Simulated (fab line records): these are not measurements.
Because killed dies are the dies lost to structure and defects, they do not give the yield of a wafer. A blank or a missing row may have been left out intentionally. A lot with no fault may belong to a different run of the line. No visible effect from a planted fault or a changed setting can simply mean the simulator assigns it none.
fab line records + flow n5-finfet
record:
- lots: 9
- wafers: 27
- last-day: 18
route steps=1938 shown MOL_CONTACT_COAG@584 BEOL_M4@1111 PASSIVATION@1936
lots that met no fault: from a run of the same line without faults
start-h: start of the lot's first displayed wafer, in hours after the record's first day + wait-h: how many hours have passed since the lot's step before this one + " as in the row above + L1.1+2: a single row standing in for several wafers + - either no value or no given start + * or withheld: withheld + < > ~ a bound
route shown NAME@n: NAME is a module with steps in the file, n the number in the route of the first one + usual: mean/standard deviation of fault-free wafers + same: alike in all rows + chamber/n: place in a boat + sites: each site's reading + _std_site: the values' standard deviation + _edge_site: inner sites' mean taken away from outer sites' mean + radius-mm: for every site, how far away it sits from the centre of the wafer + mask NAME#n: copy n + behind: the last tool/chamber to shape the wafer + hold: cause of the lot's hold/its duration in hours/its outcome + device: which transistor (n, p or np) failed to switch + end of line: the tests these same wafers got at the end of their route + a step with no rows: only its recipe + killed: dies lost to structure and defects at the first sort, not the wafer's yield + map: per-die view of a wafer (x killed, . not killed, _ where there is no die)
set.NAME: the run value of the setting; set.NAME@STEP: its run value at that earlier step + model.NAME: the simulator's own value behind a step, which no gauge read
steps of the route over a sample of lots; a table a step, a row a wafer
services: when a tool's chamber went out of use (start-h, in hours from the record's first day, below 0 if earlier), for how many hours, and the reason
== steps ==
step: N5_MOL_CONTACT_COAG_ETCHBACK_135
recipe:
- chemistry: CHF3
- target: SiO2
- target-depth-a: 250
- time-s: 16.7
- ion-energy-ev: 200
- pressure-mtorr: 30
- source-w: 610
- bias-w: 170
- Ar_flow_sccm: 200
- CHF3_flow_sccm: 50
usual:
- drypump-motor-current-A: 5.9/0.32
- oes-product-au: 0.78/0.093
- rf-vpp-V: 521/4.7
- showerhead-plenum-p-Torr: 2.36/0.1
- throttle-valve-pct: 18.80/0.25
| lot.wafer | tool        | chamber | start-h | wait-h | drypump-motor-current-A | oes-product-au | rf-hours-counter-h | rf-vpp-V | showerhead-plenum-p-Torr | throttle-valve-pct |
|-----------|-------------|---------|---------|--------|-------------------------|----------------|--------------------|----------|--------------------------|--------------------|
| L910.1    | rie-diel-05 | 0       | 108.97  | 0.0    | 5.3                     | 0.72           | 211                | 519      | 2.27                     | 19.23              |
| L910.2    | "           | 1       | "       | "      | 5.9                     | 0.70           | 189                | 525      | 2.27                     | 18.44              |
| L910.5    | "           | 1       | "       | "      | 5.9                     | 0.70           | -                  | 526      | 2.27                     | 18.45              |
| L911.2    | rie-diel-06 | 2       | 109.40  | 0.0    | 6.3                     | 0.70           | 223                | 517      | 2.35                     | 18.83              |
| L911.3    | "           | 0       | "       | "      | 5.8                     | 0.86           | 71                 | 513      | 2.31                     | 18.49              |
| L911.4    | "           | 3       | "       | "      | 6.4                     | 0.69           | -                  | 532      | 2.35                     | 18.85              |
| L913.1    | rie-diel-03 | 2       | 131.42  | 0.0    | 6.1                     | 0.76           | 148                | 521      | 2.20                     | 18.96              |
| L913.2    | "           | 1       | "       | "      | 5.9                     | 0.68           | 246                | 525      | 2.44                     | 19.27              |
| L913.5    | "           | 0       | "       | "      | 5.6                     | 0.72           | -                  | 519      | 2.36                     | 18.60              |
| L915.1    | rie-diel-06 | 1       | 143.12  | 0.0    | 5.4                     | 0.94           | 17                 | 523      | 2.52                     | 18.48              |
| L915.2    | "           | 2       | "       | "      | 6.3                     | 0.68           | 241                | 514      | 2.34                     | 18.86              |
| L915.4    | "           | 1       | "       | "      | 5.4                     | 0.93           | -                  | 523      | 2.52                     | 18.47              |
| L928.3    | rie-diel-03 | 3       | 217.26  | 0.0    | 6.2                     | 0.76           | 124                | 525      | 2.50                     | 19.05              |
| L928.5    | "           | 2       | "       | "      | 6.1                     | 0.73           | -                  | 521      | 2.19                     | 19.02              |
| L928.6    | "           | 3       | "       | "      | 6.2                     | 0.77           | -                  | 527      | 2.50                     | 19.02              |
| L929.1    | rie-diel-03 | 2       | 220.94  | 0.0    | 6.2                     | 0.73           | 188                | 521      | 2.19                     | 19.03              |
| L929.2    | "           | 3       | "       | "      | 6.2                     | 0.76           | 125                | 526      | 2.50                     | 19.06              |
| L929.6    | "           | 1       | "       | "      | 5.9                     | 0.91           | -                  | 523      | 2.43                     | 18.95              |
| L930.2    | rie-diel-03 | 0       | 229.54  | 0.0    | 5.6                     | 0.68           | 247                | 519      | 2.34                     | 18.68              |
| L930.3    | "           | 2       | "       | "      | 6.2                     | 0.73           | 190                | 521      | 2.19                     | 19.03              |
| L930.5    | "           | 1       | "       | "      | 5.9                     | 0.91           | -                  | 523      | 2.43                     | 18.93              |
| L931.1    | rie-diel-06 | 1       | 235.27  | 0.0    | 5.4                     | 0.85           | 58                 | 522      | 2.51                     | 18.55              |
| L931.2    | "           | 0       | "       | "      | 5.8                     | 0.79           | 125                | 513      | 2.29                     | 18.57              |
| L931.4    | "           | 3       | "       | "      | 6.5                     | 0.87           | 36                 | 531      | 2.33                     | 18.51              |
| L932.1    | rie-diel-03 | 1       | 241.22  | 0.0    | 5.9                     | 0.89           | 35                 | 523      | 2.43                     | 18.95              |
| L932.4    | "           | 3       | "       | "      | 6.2                     | 0.76           | 131                | 527      | 2.50                     | 19.04              |
| L932.6    | "           | 3       | "       | "      | 6.1                     | 0.76           | -                  | 527      | 2.50                     | 19.05              |
step: N5_MOL_CONTACT_COAG_CD_MEAS_137
recipe:
- target-cd-nm: 16
usual:
- cd-nm: 15.91/0.26
| lot.wafer | tool      | chamber | start-h | wait-h | cd-nm |
|-----------|-----------|---------|---------|--------|-------|
| L910.1    | cd-sem-02 | -       | 109.37  | 0.0    | 15.75 |
| L910.2    | "         | -       | "       | "      | 15.95 |
| L910.5    | "         | -       | "       | "      | 16.15 |
| L911.2    | cd-sem-02 | -       | 109.77  | 0.0    | 16.09 |
| L911.3    | "         | -       | "       | "      | 15.93 |
| L911.4    | "         | -       | "       | "      | 16.04 |
| L913.1    | cd-sem-01 | -       | 131.78  | 0.0    | 16.21 |
| L913.2    | "         | -       | "       | "      | 15.60 |
| L913.5    | "         | -       | "       | "      | 15.96 |
| L915.1    | cd-sem-01 | -       | 143.53  | 0.0    | 16.18 |
| L915.2    | "         | -       | "       | "      | 15.77 |
| L915.4    | "         | -       | "       | "      | 15.70 |
| L928.3    | cd-sem-02 | -       | 217.63  | 0.0    | 15.67 |
| L928.5    | "         | -       | "       | "      | 15.70 |
| L928.6    | "         | -       | "       | "      | 16.11 |
| L929.1    | cd-sem-01 | -       | 221.31  | 0.0    | 15.99 |
| L929.2    | "         | -       | "       | "      | 15.54 |
| L929.6    | "         | -       | "       | "      | 16.12 |
| L930.2    | cd-sem-03 | -       | 229.91  | 0.0    | 16.17 |
| L930.3    | "         | -       | "       | "      | 15.63 |
| L930.5    | "         | -       | "       | "      | 15.68 |
| L931.1    | cd-sem-02 | -       | 235.64  | 0.0    | 16.05 |
| L931.2    | "         | -       | "       | "      | 15.85 |
| L931.4    | "         | -       | "       | "      | 15.83 |
| L932.1    | cd-sem-01 | -       | 241.59  | 0.0    | 15.81 |
| L932.4    | "         | -       | "       | "      | 15.57 |
| L932.6    | "         | -       | "       | "      | 15.89 |
step: N5_MOL_CONTACT_COAG_ETCH_65
recipe:
- chemistry: N2/H2
- target: underlayer
- target-depth-a: 130
- mask-material: CAR-EUV
- time-s: 10.4
- ion-energy-ev: 200
- pressure-mtorr: 30
- source-w: 840
- bias-w: 150
- n2-flow-sccm: 200
- h2-flow-sccm: 200
- ends: cleared
usual:
- drypump-motor-current-A: 5.9/0.34
- etch-rf-on-time-s: 10.41/0.16
- h2-flow-sccm: 199.9/0.62
- n2-flow-sccm: 200.1/0.61
- oes-product-au: 0.68/0.082
- rf-vpp-V: 524/3.5
- showerhead-plenum-p-Torr: 2.53/0.12
- throttle-valve-pct: 17.92/0.22
| lot.wafer | tool        | chamber | start-h | wait-h | drypump-motor-current-A | etch-rf-on-time-s | h2-flow-sccm | n2-flow-sccm | oes-product-au | rf-hours-counter-h | rf-vpp-V | showerhead-plenum-p-Torr | throttle-valve-pct |
|-----------|-------------|---------|---------|--------|-------------------------|-------------------|--------------|--------------|----------------|--------------------|----------|--------------------------|--------------------|
| L910.1    | rie-diel-03 | 1       | 109.88  | 0.0    | 5.9                     | 10.66             | 200.8        | 198.9        | 0.59           | 236                | 526      | 2.62                     | 18.45              |
| L910.2    | "           | 2       | "       | "      | 6.1                     | 10.52             | 199.9        | 200.1        | 0.66           | 139                | 517      | 2.35                     | 18.05              |
| L910.5    | "           | 0       | "       | "      | 5.5                     | 10.58             | 198.5        | 200.1        | 0.61           | -                  | 524      | 2.53                     | 17.75              |
| L911.2    | rie-diel-03 | 2       | 110.37  | 0.0    | 6.2                     | 10.46             | 200.4        | 200.1        | 0.66           | 139                | 519      | 2.35                     | 18.05              |
| L911.3    | "           | 0       | "       | "      | 5.5                     | 10.43             | 200.4        | 200.1        | 0.62           | 192                | 524      | 2.53                     | 17.74              |
| L911.4    | "           | 2       | "       | "      | 6.1                     | 10.42             | 200.7        | 199.9        | 0.65           | -                  | 517      | 2.35                     | 18.04              |
| L913.1    | rie-diel-06 | 2       | 132.49  | 0.0    | 6.3                     | 10.49             | 199.5        | 199.8        | 0.59           | 235                | 525      | 2.51                     | 18.03              |
| L913.2    | "           | 3       | "       | "      | 6.5                     | 10.33             | 199.5        | 199.5        | 0.59           | 244                | 524      | 2.51                     | 18.09              |
| L913.5    | "           | 1       | "       | "      | 5.4                     | 10.11             | 200.0        | 199.5        | 0.81           | -                  | 530      | 2.71                     | 17.78              |
| L915.1    | rie-diel-06 | 0       | 144.13  | 0.0    | 5.8                     | 10.49             | 200.0        | 200.2        | 0.71           | 85                 | 522      | 2.46                     | 17.69              |
| L915.2    | "           | 1       | "       | "      | 5.4                     | 10.08             | 198.2        | 199.0        | 0.79           | 17                 | 529      | 2.71                     | 17.77              |
| L915.4    | "           | 2       | "       | "      | 6.3                     | 10.38             | 201.0        | 201.5        | 0.59           | -                  | 523      | 2.51                     | 18.05              |
| L928.3    | rie-diel-05 | 2       | 218.50  | 0.0    | 5.4                     | 10.16             | 199.1        | 200.1        | 0.81           | 15                 | 528      | 2.71                     | 17.58              |
| L928.5    | "           | 1       | "       | "      | 6.0                     | 10.58             | 199.4        | 199.9        | 0.59           | -                  | 517      | 2.41                     | 17.58              |
| L928.6    | "           | 0       | "       | "      | 5.3                     | 10.55             | 199.7        | 199.8        | 0.61           | -                  | 521      | 2.41                     | 18.39              |
| L929.1    | rie-diel-03 | 3       | 222.10  | 0.0    | 6.1                     | 10.43             | 200.0        | 200.2        | 0.65           | 126                | 528      | 2.66                     | 18.04              |
| L929.2    | "           | 2       | "       | "      | 6.2                     | 10.46             | 200.1        | 199.7        | 0.62           | 189                | 517      | 2.33                     | 18.14              |
| L929.6    | "           | 3       | "       | "      | 6.2                     | 10.47             | 199.3        | 200.0        | 0.65           | -                  | 527      | 2.66                     | 18.05              |
| L930.2    | rie-diel-06 | 2       | 230.52  | 0.0    | 6.3                     | 10.30             | 199.8        | 199.5        | 0.80           | 22                 | 521      | 2.50                     | 17.69              |
| L930.3    | "           | 3       | "       | "      | 6.4                     | 10.67             | 199.8        | 199.3        | 0.74           | 34                 | 522      | 2.50                     | 17.72              |
| L930.5    | "           | 3       | "       | "      | 6.5                     | 10.51             | 200.2        | 200.6        | 0.75           | -                  | 521      | 2.50                     | 17.72              |
| L931.1    | rie-diel-03 | 3       | 236.12  | 0.0    | 6.2                     | 10.39             | 200.6        | 200.5        | 0.65           | 130                | 526      | 2.66                     | 18.07              |
| L931.2    | "           | 2       | "       | "      | 6.1                     | 10.60             | 199.6        | 200.7        | 0.62           | 193                | 517      | 2.33                     | 18.14              |
| L931.4    | "           | 0       | "       | "      | 5.5                     | 10.54             | 200.3        | 201.0        | 0.58           | 250                | 523      | 2.50                     | 17.84              |
| L932.1    | rie-diel-06 | 1       | 242.19  | 0.0    | 5.4                     | 10.15             | 199.3        | 199.0        | 0.73           | 61                 | 527      | 2.69                     | 17.86              |
| L932.4    | "           | 1       | "       | "      | 5.4                     | 10.11             | 200.2        | 199.1        | 0.73           | -                  | 528      | 2.69                     | 17.84              |
| L932.6    | "           | 2       | "       | "      | 6.3                     | 10.26             | 199.7        | 199.4        | 0.79           | -                  | 523      | 2.49                     | 17.69              |
step: N5_MOL_CONTACT_COAG_ALD_133
recipe:
- material: SiO2
- target-thk-a: 50
- temp-c: 100
- ald-precursor-family: BDEAS
- ald-co-reactant: O2-plasma
- pulse-time-s: 1
- co-reactant-pulse-time-s: 1
- purge-time-s: 2
- co-reactant-purge-time-s: 2
- ald-cycles: 35
- pressure-torr: 2
usual:
- heater-power-w: 80/10
- precursor-pulse-height-rel: 0.999/0.019
- susceptor-temp-C: 99.99/0.14
same:
- ald-cycles: 35
- purge-time-s: 2
| lot.wafer | tool       | chamber | start-h | wait-h | heater-power-w | precursor-pulse-height-rel | susceptor-temp-C |
|-----------|------------|---------|---------|--------|----------------|----------------------------|------------------|
| L910.1    | ald-sin-01 | 2       | 109.98  | 0.1    | 78             | 1.024                      | 100.18           |
| L910.2    | "          | 3       | "       | "      | 76             | 0.980                      | 99.78            |
| L910.5    | "          | 0       | "       | "      | 72             | 0.998                      | 99.92            |
| L911.2    | ald-sin-01 | 3       | 110.47  | 0.1    | 75             | 1.009                      | 100.22           |
| L911.3    | "          | 2       | "       | "      | 82             | 0.993                      | 100.08           |
| L911.4    | "          | 1       | "       | "      | 64             | 1.006                      | 100.07           |
| L913.1    | ald-sin-01 | 1       | 132.88  | 0.3    | 53             | 1.007                      | 91.06            |
| L913.2    | "          | 0       | "       | "      | 59             | 1.013                      | 91.19            |
| L913.5    | "          | 0       | "       | "      | 59             | 0.981                      | 91.18            |
| L915.1    | ald-sin-01 | 0       | 144.30  | 0.1    | 57             | 1.028                      | 90.84            |
| L915.2    | "          | 2       | "       | "      | 65             | 0.983                      | 91.38            |
| L915.4    | "          | 1       | "       | "      | 52             | 1.035                      | 91.29            |
| L928.3    | ald-sin-01 | 0       | 218.60  | 0.1    | 72             | 0.979                      | 100.28           |
| L928.5    | "          | 2       | "       | "      | 81             | 0.991                      | 99.96            |
| L928.6    | "          | 1       | "       | "      | 66             | 1.019                      | 100.19           |
| L929.1    | ald-sin-04 | 1       | 222.20  | 0.1    | 69             | 0.980                      | 99.92            |
| L929.2    | "          | 0       | "       | "      | 80             | 0.988                      | 100.20           |
| L929.6    | "          | 2       | "       | "      | 91             | 1.027                      | 100.07           |
| L930.2    | ald-sin-02 | 0       | 230.81  | 0.2    | 100            | 1.004                      | 99.96            |
| L930.3    | "          | 2       | "       | "      | 83             | 0.990                      | 100.08           |
| L930.5    | "          | 0       | "       | "      | 103            | 0.990                      | 100.10           |
| L931.1    | ald-sin-01 | 2       | 236.81  | 0.6    | 80             | 0.995                      | 100.16           |
| L931.2    | "          | 3       | "       | "      | 77             | 1.027                      | 99.77            |
| L931.4    | "          | 1       | "       | "      | 66             | 1.010                      | 99.79            |
| L932.1    | ald-sin-01 | 1       | 242.29  | 0.1    | 67             | 0.992                      | 99.89            |
| L932.4    | "          | 0       | "       | "      | 69             | 0.995                      | 100.07           |
| L932.6    | "          | 1       | "       | "      | 67             | 0.986                      | 99.76            |
step: N5_BEOL_M4_RC_MEAS_101
usual:
- DIBL_N: 35.9/1.3
- DIBL_P: 36.3/1.5
- IOFF_N: 0.153/0.023
- IOFF_P: 0.208/0.028
- ION_N: 672/9.7
- ION_P: 462/6.6
- SS_N: 71.5/0.53
- SS_P: 73.3/0.59
- VT_N: 250.4/2.7
- VT_P: -250.5/3
| lot.wafer | tool      | chamber | start-h | wait-h | DIBL_N[mV/V] | DIBL_P[mV/V] | IOFF_N[nA/um] | IOFF_P[nA/um] | ION_N[uA/um] | ION_P[uA/um] | SS_N[mV/dec] | SS_P[mV/dec] | VT_N[mV] | VT_P[mV] |
|-----------|-----------|---------|---------|--------|--------------|--------------|---------------|---------------|--------------|--------------|--------------|--------------|----------|----------|
| L910.1    | prober-01 | 0       | 183.96  | 0.0    | 35.9         | 35.8         | 0.154         | 0.189         | 673          | 457          | 71.3         | 73.1         | 251.8    | -254.4   |
| L910.2    | "         | 0       | "       | "      | 37.1         | 37.6         | 0.182         | 0.213         | 677          | 457          | 71.6         | 73.7         | 251.6    | -250.9   |
| L910.5    | "         | 0       | "       | "      | 37.2         | 37.0         | 0.181         | 0.215         | 684          | 465          | 72.2         | 74.0         | 248.6    | -250.2   |
| L911.2    | prober-02 | 0       | 194.10  | 0.2    | 34.1         | 36.7         | 0.150         | 0.207         | 674          | 467          | 71.5         | 73.5         | 247.2    | -250.3   |
| L911.3    | "         | 0       | "       | "      | 33.4         | 36.1         | 0.139         | 0.206         | 665          | 463          | 71.5         | 73.4         | 248.8    | -250.9   |
| L911.4    | "         | 0       | "       | "      | 34.4         | 36.6         | 0.148         | 0.195         | 664          | 455          | 71.6         | 73.8         | 246.3    | -252.2   |
| L913.1    | prober-02 | 0       | 203.83  | 0.0    | 35.4         | 35.4         | 0.143         | 0.196         | 674          | 466          | 71.4         | 72.8         | 250.7    | -251.0   |
| L913.2    | "         | 0       | "       | "      | 35.8         | 35.4         | 0.147         | 0.200         | 677          | 456          | 70.9         | 72.8         | 249.8    | -250.4   |
| L913.5    | "         | 0       | "       | "      | 35.4         | 35.4         | 0.144         | 0.190         | 669          | 460          | 71.3         | 72.3         | 251.7    | -251.9   |
| L915.1    | prober-01 | 0       | 223.00  | 0.0    | 36.8         | 37.2         | 0.170         | 0.235         | 681          | 470          | 72.2         | 73.8         | 248.3    | -249.1   |
| L915.2    | "         | 0       | "       | "      | 36.9         | 35.8         | 0.168         | 0.222         | 685          | 469          | 70.7         | 73.4         | 248.3    | -250.4   |
| L915.4    | "         | 0       | "       | "      | 35.7         | 35.7         | 0.149         | 0.217         | 671          | 467          | 71.8         | 73.9         | 252.0    | -249.9   |
| L928.3    | prober-01 | 0       | 303.42  | 0.8    | 33.7         | 34.3         | 0.136         | 0.213         | 665          | 462          | 70.9         | 73.3         | 251.6    | -247.8   |
| L928.5    | "         | 0       | "       | "      | 33.9         | 34.7         | 0.137         | 0.212         | 670          | 466          | 70.4         | 72.4         | 250.3    | -248.5   |
| L928.6    | "         | 0       | "       | "      | 34.0         | 35.1         | 0.144         | 0.223         | 686          | 476          | 71.5         | 73.6         | 251.4    | -245.7   |
| L929.1    | prober-01 | 0       | 309.20  | 0.0    | 35.8         | 38.0         | 0.168         | 0.216         | 673          | 462          | 71.5         | 73.4         | 249.3    | -252.6   |
| L929.2    | "         | 0       | "       | "      | 32.8         | 34.6         | 0.121         | 0.176         | 669          | 460          | 71.3         | 72.8         | 251.3    | -253.5   |
| L929.6    | "         | 0       | "       | "      | 34.9         | 37.1         | 0.152         | 0.203         | 685          | 474          | 71.5         | 73.5         | 252.4    | -249.4   |
| L930.2    | prober-02 | 0       | 313.32  | 0.2    | 37.1         | 38.5         | 0.190         | 0.239         | 690          | 472          | 71.4         | 74.4         | 247.0    | -248.6   |
| L930.3    | "         | 0       | "       | "      | 36.4         | 37.5         | 0.170         | 0.215         | 691          | 468          | 71.4         | 74.6         | 248.6    | -250.0   |
| L930.5    | "         | 0       | "       | "      | 36.6         | 37.4         | 0.165         | 0.209         | 679          | 462          | 71.7         | 73.0         | 249.0    | -248.8   |
| L931.1    | prober-02 | 0       | 316.46  | 0.0    | 34.8         | 35.7         | 0.130         | 0.177         | 667          | 465          | 71.1         | 73.4         | 252.7    | -253.0   |
| L931.2    | "         | 0       | "       | "      | 35.1         | 36.5         | 0.138         | 0.189         | 674          | 461          | 71.4         | 72.4         | 252.6    | -253.8   |
| L931.4    | "         | 0       | "       | "      | 36.2         | 37.1         | 0.155         | 0.208         | 671          | 459          | 71.0         | 73.0         | 252.4    | -251.6   |
| L932.1    | prober-02 | 0       | 336.40  | 0.0    | 35.8         | 35.8         | 0.145         | 0.211         | 689          | 473          | 70.6         | 72.9         | 248.5    | -249.6   |
| L932.4    | "         | 0       | "       | "      | 35.0         | 34.7         | 0.134         | 0.189         | 679          | 469          | 70.9         | 72.8         | 250.8    | -249.5   |
| L932.6    | "         | 0       | "       | "      | 35.3         | 34.6         | 0.136         | 0.192         | 672          | 462          | 70.7         | 73.1         | 250.5    | -249.6   |
step: N5_PASSIVATION_PROBE_49
usual:
- defect-limited-yield: 91.1/1.5
- killed_at_M0_to_M3: 35/9.5
- killed_at_M4_up: 13/5.2
- killed-at-contacts: 12/6.1
- killed-at-front-end: 41/14
- killed-at-other: 3.8/2.9
- killed-dies: 105/17
- killed-open: 70/13
- killed-short: 33/8.4
- sort_bin_5_function: 5.1/0.97
- sort_bin_6_memory: 3.4/0.69
- sort_bin_8_speed: 0.00/0.007
- sort-n-pass: 1075/17
- sort-yield-pct: 91.1/1.5
same:
- gross-dies: 1180
- killed-at-back-side: 0
- sort_bin_4_leakage[%]: 0
| lot.wafer | tool      | chamber | start-h | wait-h | defect-limited-yield[%] | killed_at_M0_to_M3 | killed_at_M4_up | killed-at-contacts | killed-at-front-end | killed-at-other | killed-dies | killed-open | killed-short | sort_bin_5_function[%] | sort_bin_6_memory[%] | sort_bin_8_speed[%] | sort-n-pass | sort-yield-pct[%] |
|-----------|-----------|---------|---------|--------|-------------------------|--------------------|-----------------|--------------------|---------------------|-----------------|-------------|-------------|--------------|------------------------|----------------------|---------------------|-------------|-------------------|
| L932.1    | prober-02 | -       | 443.34  | 0.0    | 89.3                    | 36                 | 24              | 19                 | 47                  | 0               | 126         | 83          | 43           | 6.7                    | 3.6                  | 0                   | 1054        | 89.3              |
| L932.4    | prober-02 | -       | 443.49  | 0.2    | 87.9                    | 38                 | 8               | 10                 | 86                  | 1               | 143         | 86          | 57           | 8.0                    | 3.6                  | 0                   | 1037        | 87.9              |
| L932.6    | prober-02 | -       | 443.59  | 0.3    | 90.1                    | 29                 | 9               | 9                  | 66                  | 4               | 117         | 79          | 38           | 5.5                    | 3.7                  | 0                   | 1063        | 90.1              |
killed by level:class
L932.1 MOL_CONTACT_COAG:geometric-particle:open=17 FIN_SAQP:geometric-particle:open=11 BEOL_M2:geometric-particle:open=10 FIN_SAQP:geometric-particle:short=9 BEOL_M0_SAQP:geometric-particle:short=6 BEOL_M4:geometric-particle:open=6 BEOL_M0_SAQP:geometric-particle:open=6 BEOL_M5:geometric-particle:open=6
L932.4 FIN_SAQP:geometric-particle:short=23 STI_FIN_REVEAL:geometric-particle:open=19 FIN_SAQP:geometric-particle:open=12 BEOL_M2:geometric-particle:open=12 GATE_CUT:geometric-particle:short=11 MOL_CONTACT_COAG:geometric-particle:open=10 BEOL_M0_SAQP:geometric-particle:short=9 DUMMY_GATE:geometric-particle:open=8
L932.6 STI_FIN_REVEAL:geometric-particle:open=28 FIN_SAQP:geometric-particle:short=12 BEOL_M3:geometric-particle:open=10 MOL_CONTACT_COAG:geometric-particle:open=7 DUMMY_GATE:geometric-particle:open=5 BEOL_M0_SAQP:geometric-particle:short=5 BEOL_M0_SAQP:geometric-particle:open=4 STARTING-WAFER:geometric-particle:short=4
== services ==
| tool        | chamber | start-h | hours | kind                          |
|-------------|---------|---------|-------|-------------------------------|
| ald-sin-02  | -       | 85.25   | 14.0  | pm                            |
| rie-diel-06 | 1       | 87.45   | -     | clean                         |
| rie-diel-06 | 1       | 87.45   | -     | consumable-replace:focus-ring |
| rie-diel-06 | 1       | 87.45   | -     | consumable-replace:showerhead |
| rie-diel-06 | 1       | 87.45   | 24.6  | scheduled-down                |
| rie-diel-06 | 1       | 87.45   | 24.6  | vent-cycle                    |
| rie-diel-05 | -       | 117.79  | 14.6  | pm                            |
| ald-sin-04  | 3       | 121.37  | 8.2   | repair                        |
| rie-diel-06 | 0       | 131.83  | 6.3   | repair                        |
| ald-sin-01  | 2       | 132.12  | 6.5   | repair                        |
| ald-sin-04  | 0       | 133.24  | 22.3  | repair                        |
| rie-diel-03 | 1       | 141.03  | -     | clean                         |
| rie-diel-03 | 1       | 141.03  | -     | consumable-replace:focus-ring |
| rie-diel-03 | 1       | 141.03  | 15.4  | scheduled-down                |
| rie-diel-03 | 1       | 141.03  | 15.4  | vent-cycle                    |
| rie-diel-06 | 3       | 142.93  | -     | clean                         |
| rie-diel-06 | 3       | 142.93  | -     | consumable-replace:focus-ring |
| rie-diel-06 | 3       | 142.93  | 10.0  | scheduled-down                |
| rie-diel-05 | -       | 143.02  | 12.1  | repair                        |
| ald-sin-01  | 0       | 149.81  | 5.6   | repair                        |
| rie-diel-03 | 0       | 160.20  | 1.9   | repair                        |
| rie-diel-05 | 2       | 178.77  | 4.2   | repair                        |
| ald-sin-01  | 3       | 207.01  | 1.9   | repair                        |
| rie-diel-06 | 3       | 240.11  | 5.5   | repair                        |
== key ==
first-sign:
- step: N5_MOL_CONTACT_COAG_ALD_133
- reading: susceptor-temp-C
- direction: down
- sigmas: 63
- usual: *
- struck: *
effect:
- step: N5_MOL_CONTACT_COAG_ALD_133
- reading: heater-power-w
- direction: down
- sigmas: 2.2
- usual: *
- struck: *
met-at N5_MOL_CONTACT_COAG_ALD_133
struck-lots L913,L915
not-acting-at N5_MOL_CONTACT_COAG_ETCHBACK_135,N5_MOL_CONTACT_COAG_CD_MEAS_137,N5_MOL_CONTACT_COAG_ETCH_65
onset-between 110.47 132.88
fault:
- kind: process-parameter-drift
- tool: ald-sin-01
- chamber: -
- onset-h: 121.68
- steps: N5_MOL_CONTACT_COAG_ALD_133
- channel: temp-c
- offset: *
- shape: step
- end-h: 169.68
- acts-in: *
- stated: *
